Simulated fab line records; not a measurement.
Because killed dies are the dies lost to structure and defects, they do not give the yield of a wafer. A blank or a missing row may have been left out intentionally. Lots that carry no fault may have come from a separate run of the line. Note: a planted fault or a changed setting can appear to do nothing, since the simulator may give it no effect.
A struck lot beside a sound one	flow n5-finfet	13 out of 1938 route steps
Sound: the wafers L908.2, L908.5, L908.6. Wafers L896.2, L896.4, L896.6 were the ones struck. Last of all comes the cause.
For every step that has rows: the tool of each side, followed by ch and its chambers, followed by its first start. Under that, the readings that differ: sound wafers	struck wafers	difference of the means	sigmas: that difference in standard deviations of wafers without a fault.
alike: words and numbers the same on both sides, and readings whose means are apart by under 2 such deviations; not compared: readings that were withheld, readings missing a value for some wafer, numbers with overlapping values and no deviation given by the record, and bounds like >300 which may hide the same value.
The two part at a step that has a row with sigmas, a row that says differs or no value, or rows on one side only. Non-overlapping numbers with no deviation appear without sigmas and do not part them. Lack of a reading on every wafer of one side parts them only where that side has two or more wafers.

first, 9 steps without rows for these wafers: N5_BEOL_M0_SAQP_PEB_38 (peb time 60 s); N5_BEOL_M0_SAQP_DEVELOP_39 (develop time 30 s); N5_BEOL_M0_SAQP_DESCUM_45 (chemistry O2, time 7 s); N5_BEOL_M0_SAQP_ETCH_88 (etches underlayer in N2/H2, target depth 6.5 nm, time 5.2 s); N5_BEOL_M0_SAQP_ETCH_73 (etches SiARC in CF4, target depth 19.5 nm, time 32.5 s); N5_BEOL_M0_SAQP_CUT_ETCH_46 (etches SOC in N2/H2, target depth 135 nm, overetch 27 nm, time 202.5 s); N5_BEOL_M0_SAQP_STRIP_74 (strips in N2/H2); N5_BEOL_M0_SAQP_STRIP_89 (strips in N2/H2); N5_BEOL_M0_SAQP_ALD_48 (deposits SiO2, target thk 20 nm, pulse time 1 s, co reactant pulse time 1 s).
N5_BEOL_M0_SAQP_ETCH_49: etches SiO2 in CF4/O2, target depth 37 nm.
  sound on rie-diel-05 ch 1,2, day 9 10:59; struck on rie-diel-06 ch 0,2, day 6 08:49
  no value came back on the struck wafers for any of 8 readings (O2_flow_sccm (sccm), bias-w (W) and others); on the sound wafers O2_flow_sccm (sccm) reads 10.00 10.00 10.00
reading	sound	struck	difference	sigmas
model.SOC_of_BEOL_M0_SAQP_COAT_69.thk-nm (nm)	70.6 70.2 70.6	90.2 90.2 90.2	+19.7	
model.BEOL_M0_SAQP.feature-depth-nm (nm)	36.6 37.2 36.6	29.2 30.2 30.2	-6.9	
model.SiO2_of_BEOL_M0_SAQP_ALD_48.thk-nm (nm)	15 14.4 15	20 20 20	+5	
  not compared: rf-hours-counter-h
N5_BEOL_M0_SAQP_STRIP_75: strips in CF4.
  sound on rie-diel-05 ch 1,2, day 9 11:05; struck on rie-diel-06 ch 0,2, day 6 08:55
reading	sound	struck	difference	sigmas
oes-product-au (a.u.)	0.211 0.199 0.218	0.751 0.778 0.781	+0.561	+40
model.SiO2_of_BEOL_M0_SAQP_ALD_48.thk-nm (nm)	14.8 14.2 14.8	19.6 19.6 19.6	+5.0	
  alike: chamber-pressure-mTorr, drypump-motor-current-A, rf-vpp-V, showerhead-plenum-p-Torr, throttle-valve-pct
  not compared: rf-hours-counter-h
N5_BEOL_M4_RC_MEAS_101:
  the record has rows for the sound wafers here (prober-02 ch 0, day 12 06:02) and none for the struck ones
-- the record jumps here: 8 days lie between the struck wafers' starts before and after (it left off in module BEOL_M4 and takes up again in module PASSIVATION, whose first step shown is number 1936 of the route) --
N5_PASSIVATION_PROBE_49:
  rows exist in the record for the struck wafers here (prober-02, day 14 06:58), but not for the sound ones

WHERE THEY PART
First at N5_BEOL_M0_SAQP_ETCH_49; last, within this record, at N5_PASSIVATION_PROBE_49.

WHY: what the simulator had put in
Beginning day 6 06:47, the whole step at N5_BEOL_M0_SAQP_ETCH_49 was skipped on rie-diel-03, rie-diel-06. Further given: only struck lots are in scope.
